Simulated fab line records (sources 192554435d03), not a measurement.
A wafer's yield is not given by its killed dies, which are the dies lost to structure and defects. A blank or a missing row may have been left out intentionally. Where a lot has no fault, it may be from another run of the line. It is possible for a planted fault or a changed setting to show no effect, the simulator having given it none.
Which tool is to blame? + flow n5Finfet + 32 wafers from 11 lots sampled at 4 of the route's 1938 steps

WHAT THE GAUGES READ, wafer by wafer
N5_BEOL_M15_THK_MEAS_50: measures by xrf. Usual: M15_THK gives 849 nm (standard deviation 15).
| lot  | measured     | on           | M15_THK (nm) | flag |
|------|--------------|--------------|--------------|------|
| L133 | day 11 17:08 | filmMetro-02 | 847 864 873  |      |
| L136 | day 12 21:44 | filmMetro-02 | 868 823 865  |      |
| L139 | day 13 14:43 | filmMetro-02 | 859 844 854  |      |
| L140 | day 13 20:13 | filmMetro-02 | 856 848 862  |      |
| L145 | day 15 14:25 | filmMetro-02 | 869 823 864  |      |
| L148 | day 15 19:27 | filmMetro-02 | 859 882 879  |      |
| L146 | day 15 22:49 | filmMetro-02 | 857 845 842  |      |
| L152 | day 16 16:59 | filmMetro-02 | 831 844      |      |
| L154 | day 17 04:49 | filmMetro-01 | 852 850 872  |      |
| L153 | day 17 05:30 | filmMetro-01 | 838 807 839  |      |
| L155 | day 17 19:35 | filmMetro-01 | 856 870 861  |      |

TOOL THAT RAN EACH LOT (tool first, then ch and the chambers of the sampled wafers, then the start)
| lot  | N5_BEOL_M15_DESCUM_33             | N5_BEOL_M15_SPUTTER_43      | N5_BEOL_M15_SPUTTER_44      |
|------|-----------------------------------|-----------------------------|-----------------------------|
| L133 | rieDiel-04 ch 1,3, day 11 12:37   | pvdSputter-01, day 11 15:29 | pvdSputter-01, day 11 15:34 |
| L136 | rieDiel-03 ch 0,1,3, day 12 13:53 | pvdSputter-01, day 12 20:26 | pvdSputter-01, day 12 20:31 |
| L139 | rieDiel-04 ch 0,2,3, day 13 11:40 | pvdSputter-02, day 13 13:06 | pvdSputter-02, day 13 13:11 |
| L140 | rieDiel-04 ch 1,2,3, day 13 17:52 | pvdSputter-01, day 13 19:06 | pvdSputter-01, day 13 19:11 |
| L145 | rieDiel-03 ch 0,3, day 15 11:30   | pvdSputter-02, day 15 13:01 | pvdSputter-02, day 15 13:06 |
| L148 | rieDiel-04 ch 1,2, day 15 13:56   | pvdSputter-01, day 15 18:00 | pvdSputter-01, day 15 18:05 |
| L146 | rieDiel-04 ch 0,2, day 15 14:26   | pvdSputter-01, day 15 21:42 | pvdSputter-01, day 15 21:47 |
| L152 | rieDiel-05 ch 0,2, day 16 14:20   | pvdSputter-02, day 16 15:55 | pvdSputter-02, day 16 15:59 |
| L154 | rieDiel-04 ch 0,1, day 17 01:43   | pvdSputter-02, day 17 03:43 | pvdSputter-02, day 17 03:47 |
| L153 | rieDiel-03 ch 1,2,3, day 17 02:08 | pvdSputter-02, day 17 04:23 | pvdSputter-02, day 17 04:28 |
| L155 | rieDiel-03 ch 1,3, day 17 14:13   | pvdSputter-02, day 17 18:16 | pvdSputter-02, day 17 18:21 |
- N5_BEOL_M15_DESCUM_33: chemistry O2, time 7.9 s.
- N5_BEOL_M15_SPUTTER_43: material TaN, target thk 15 nm, time 24.19 s.
- N5_BEOL_M15_SPUTTER_44: material Ta, target thk 15 nm, time 24.19 s.

WHAT THE TOOLS THEMSELVES READ (means of the sampled wafers that have a number; where no wafer has one, the mark that the record gives instead)
N5_BEOL_M15_DESCUM_33. Usual: drypumpMotorCurrentA 5.5 A, standard deviation 0.45; oesProductAu 0.79 a.u., standard deviation 0.077; rfVppV 243.0 V, standard deviation 1.5; showerheadPlenumPTorr 2.09 Torr, standard deviation 0.086; throttleValvePct 20.4 %, standard deviation 0.31.
| lot  | tool       | drypumpMotorCurrentA (A) | oesProductAu (a.u.) | rfVppV (V) | showerheadPlenumPTorr (Torr) | throttleValvePct (%) | flag |
|------|------------|--------------------------|---------------------|------------|------------------------------|----------------------|------|
| L133 | rieDiel-04 | 5.2                      | 0.92                | 243.2      | 2.10                         | 20.1                 |      |
| L136 | rieDiel-03 | 5.5                      | 0.81                | 244.6      | 2.15                         | 20.6                 |      |
| L139 | rieDiel-04 | 5.6                      | 0.78                | 242.5      | 2.07                         | 20.3                 |      |
| L140 | rieDiel-04 | 5.2                      | 0.81                | 242.5      | 2.08                         | 20.2                 |      |
| L145 | rieDiel-03 | 5.8                      | 0.77                | 243.8      | 2.13                         | 20.6                 |      |
| L148 | rieDiel-04 | 5.0                      | 0.82                | 241.7      | 2.00                         | 20.2                 |      |
| L146 | rieDiel-04 | 5.4                      | 0.73                | 240.8      | 1.99                         | 20.5                 |      |
| L152 | rieDiel-05 | 5.9                      | 0.77                | 242.7      | 2.06                         | 20.5                 |      |
| L154 | rieDiel-04 | 5.9                      | 0.80                | 242.2      | 2.01                         | 20.4                 |      |
| L153 | rieDiel-03 | 5.6                      | 0.86                | 244.3      | 2.15                         | 20.3                 |      |
| L155 | rieDiel-03 | 5.2                      | 0.82                | 243.2      | 2.12                         | 20.4                 |      |

N5_BEOL_M15_SPUTTER_43. Usual: cathodeDcPowerW 15000 W, standard deviation 2.7; chamberPressurePa 0.11998 Pa, standard deviation 0.00021; throttleValvePct 29.8 %, standard deviation 1.1.
| lot  | tool          | cathodeDcPowerW (W) | chamberPressurePa (Pa) | throttleValvePct (%) | flag |
|------|---------------|---------------------|------------------------|----------------------|------|
| L133 | pvdSputter-01 | 15000               | 0.11989                | 30.5                 |      |
| L136 | pvdSputter-01 | 15001               | 0.11986                | 30.0                 |      |
| L139 | pvdSputter-02 | 15002               | 0.11984                | 29.1                 |      |
| L140 | pvdSputter-01 | 15000               | 0.11970                | 30.5                 |      |
| L145 | pvdSputter-02 | 15000               | 0.12001                | 28.7                 |      |
| L148 | pvdSputter-01 | 14999               | 0.11981                | 29.7                 |      |
| L146 | pvdSputter-01 | 15002               | 0.11998                | 30.1                 |      |
| L152 | pvdSputter-02 | 15000               | 0.11999                | 29.3                 |      |
| L154 | pvdSputter-02 | 15001               | 0.11994                | 28.8                 |      |
| L153 | pvdSputter-02 | 15001               | 0.11975                | 29.1                 |      |
| L155 | pvdSputter-02 | 14998               | 0.12012                | 28.8                 |      |

N5_BEOL_M15_SPUTTER_44. Usual: cathodeDcPowerW 15000 W, standard deviation 2.6; chamberPressurePa 0.07 Pa, standard deviation 0.00015; throttleValvePct 29.8 %, standard deviation 1.1.
| lot  | tool          | cathodeDcPowerW (W) | chamberPressurePa (Pa) | throttleValvePct (%) | flag |
|------|---------------|---------------------|------------------------|----------------------|------|
| L133 | pvdSputter-01 | 14999               | 0.07                   | 30.8                 |      |
| L136 | pvdSputter-01 | 15000               | 0.07                   | 29.9                 |      |
| L139 | pvdSputter-02 | 14998               | 0.07                   | 29.1                 |      |
| L140 | pvdSputter-01 | 15001               | 0.07                   | 30.4                 |      |
| L145 | pvdSputter-02 | 14999               | 0.07                   | 28.8                 |      |
| L148 | pvdSputter-01 | 14346               | 0.07                   | 29.6                 | OFF  |
| L146 | pvdSputter-01 | 14348               | 0.07                   | 30.1                 | OFF  |
| L152 | pvdSputter-02 | 15003               | 0.07                   | 29.1                 |      |
| L154 | pvdSputter-02 | 14998               | 0.07                   | 28.5                 |      |
| L153 | pvdSputter-02 | 15000               | 0.07                   | 29.0                 |      |
| L155 | pvdSputter-02 | 15003               | 0.07                   | 28.9                 |      |

THE ANSWER, worked out from the rows above alone
Rule: a lot counts as off when the mean over its wafers that have a number is more than 3 standard deviations away from the usual mean. A lot without any number at a reading at which 4 lots or more have one is off too. Any other lot the step has rows for is counted as sound. Order of review: gauges by route order, followed by the tools' own readings, for which a lot's mean as printed above is used. At the first step where some lot is off, the reading lying furthest off is the one used; lots without a number count as furthest.
Off: L148, L146 (N5_BEOL_M15_SPUTTER_44, cathodeDcPowerW).
If a tool, at that step or one of the process steps before it, ran each lot that is off and ran no sound lot following the first of them, it fits. One fits: N5_BEOL_M15_SPUTTER_43 and N5_BEOL_M15_SPUTTER_44 on pvdSputter-01. At N5_BEOL_M15_SPUTTER_43 its last sound lot is L140 (day 13 19:06), its first lot that is off L148 (day 15 18:00): a fault that began between those two fits.

WHAT THE SIMULATOR HAD INSERTED
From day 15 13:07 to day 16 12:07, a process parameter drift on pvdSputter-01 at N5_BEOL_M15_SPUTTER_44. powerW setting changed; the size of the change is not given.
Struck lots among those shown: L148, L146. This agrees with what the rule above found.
